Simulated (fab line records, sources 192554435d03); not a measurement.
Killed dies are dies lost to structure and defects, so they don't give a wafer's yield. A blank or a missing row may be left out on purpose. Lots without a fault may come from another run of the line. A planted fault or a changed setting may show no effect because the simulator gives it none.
Which tool did it? | flow n5_finfet | 9 lots, 26 wafers sampled, at 5 steps of a route of 1938

WHAT THE GAUGES READ, wafer by wafer
N5_BEOL_M4_RC_MEAS_101.
lot  | measured     | on        | DIBL_N (mV/V)
L905 | day 9 07:08  | prober-02 | 32.9 34.0 33.6
L907 | day 9 14:08  | prober-01 | 34.8 35.7 35.7
L909 | day 9 21:13  | prober-01 | 35.8 39.0 36.4
L910 | day 10 09:11 | prober-02 | 38.0 37.2
L914 | day 11 15:52 | prober-01 | 37.1 35.0 36.6
L918 | day 12 08:17 | prober-02 | 34.9 38.7 40.8
L919 | day 12 08:16 | prober-01 | 37.2 36.1 37.1
L923 | day 13 10:43 | prober-01 | 36.4 37.7 38.0
L924 | day 14 02:49 | prober-01 | 36.4 36.0 33.9

WHICH TOOL RAN EACH LOT (tool, then ch and the chambers of the sampled wafers, then the start)
lot  | N5_SDB_HM_DEP_00               | N5_SDB_ETCH_17                    | N5_SDB_ALD_29                    | N5_DUMMY_REMOVAL_HM_STRIP_01
L905 | pecvd-01 ch 0,1,2, day 4 19:17 | rie_diel-01 ch 0,1,2, day 4 19:58 | ald_sin-04 ch 0,1,3, day 4 20:48 | rie_diel-02 ch 0,1,2, day 5 00:00
L907 | pecvd-04 ch 0,1,2, day 5 05:38 | rie_diel-03 ch 1,2,3, day 5 06:05 | ald_sin-04 ch 0,1,2, day 5 06:55 | rie_diel-02 ch 1,2, day 5 10:01
L909 | pecvd-03 ch 1,2, day 5 17:39   | rie_diel-04 ch 0,3, day 5 18:13   | ald_sin-04 ch 1,3, day 5 18:59   | rie_diel-05 ch 0,1,2, day 5 22:04
L910 | pecvd-03 ch 0, day 6 00:20     | rie_diel-04 ch 3, day 6 01:24     | ald_sin-01 ch 2,3, day 6 02:45   | rie_diel-06 ch 0,2, day 6 05:50
L914 | pecvd-04 ch 0,1,2, day 7 00:22 | rie_diel-03 ch 1,2, day 7 01:10   | ald_sin-01 ch 0,3, day 7 02:15   | rie_diel-05 ch 0,1,2, day 7 05:20
L918 | pecvd-04 ch 0,1, day 8 00:49   | rie_diel-03 ch 0,2,3, day 8 01:23 | ald_sin-03 ch 1,2, day 8 02:11   | rie_diel-06 ch 1,2,3, day 8 05:16
L919 | pecvd-01 ch 1,2, day 8 03:26   | rie_diel-03 ch 0,2,3, day 8 04:01 | ald_sin-01 ch 1,2,3, day 8 05:13 | rie_diel-05 ch 0,2,3, day 8 08:19
L923 | pecvd-04 ch 0,2, day 9 06:32   | rie_diel-04 ch 0,2,3, day 9 07:10 | ald_sin-04 ch 0,1,2, day 9 07:57 | rie_diel-06 ch 1,3, day 9 11:02
L924 | pecvd-04 ch 0,1,2, day 9 11:15 | rie_diel-01 ch 0,2,3, day 9 11:49 | ald_sin-04 ch 0,2,3, day 9 12:35 | rie_diel-06 ch 1,2,3, day 9 15:40
- N5_SDB_HM_DEP_00: deposits SiNx from SiH4/NH3/N2, target thk 40 nm, time 35.3 s.
- N5_SDB_ETCH_17: etches SiARC in CF4, target depth 23.4 nm, time 39 s.
- N5_SDB_ALD_29: deposits SiNx, target thk 30 nm, pulse time 1 s, ald cycles 600.
- N5_DUMMY_REMOVAL_HM_STRIP_01: strips SiNx in CH3F/O2, stops on poly-Si, target depth 4 nm, time 6.8 s.

THE ANSWER, worked out from the rows above alone
Rule: what is usual is taken from the lots themselves. Put in order of their means at a reading, lots are off if they are a third of the lots or fewer, leave a main group of 4 or more, and stand apart from it by a gap of 3 or more times the standard deviation of the main group's means; of several such gaps the widest counts. A main group whose means are all the same, to the digits that the tables above print for the reading, isn't used. A lot without any number at a reading at which 4 lots or more have one is off too. The other lots that the step has rows for count as sound.
No lot is off at any reading shown: from this, nothing can be told.

WHAT THE SIMULATOR HAD PUT IN
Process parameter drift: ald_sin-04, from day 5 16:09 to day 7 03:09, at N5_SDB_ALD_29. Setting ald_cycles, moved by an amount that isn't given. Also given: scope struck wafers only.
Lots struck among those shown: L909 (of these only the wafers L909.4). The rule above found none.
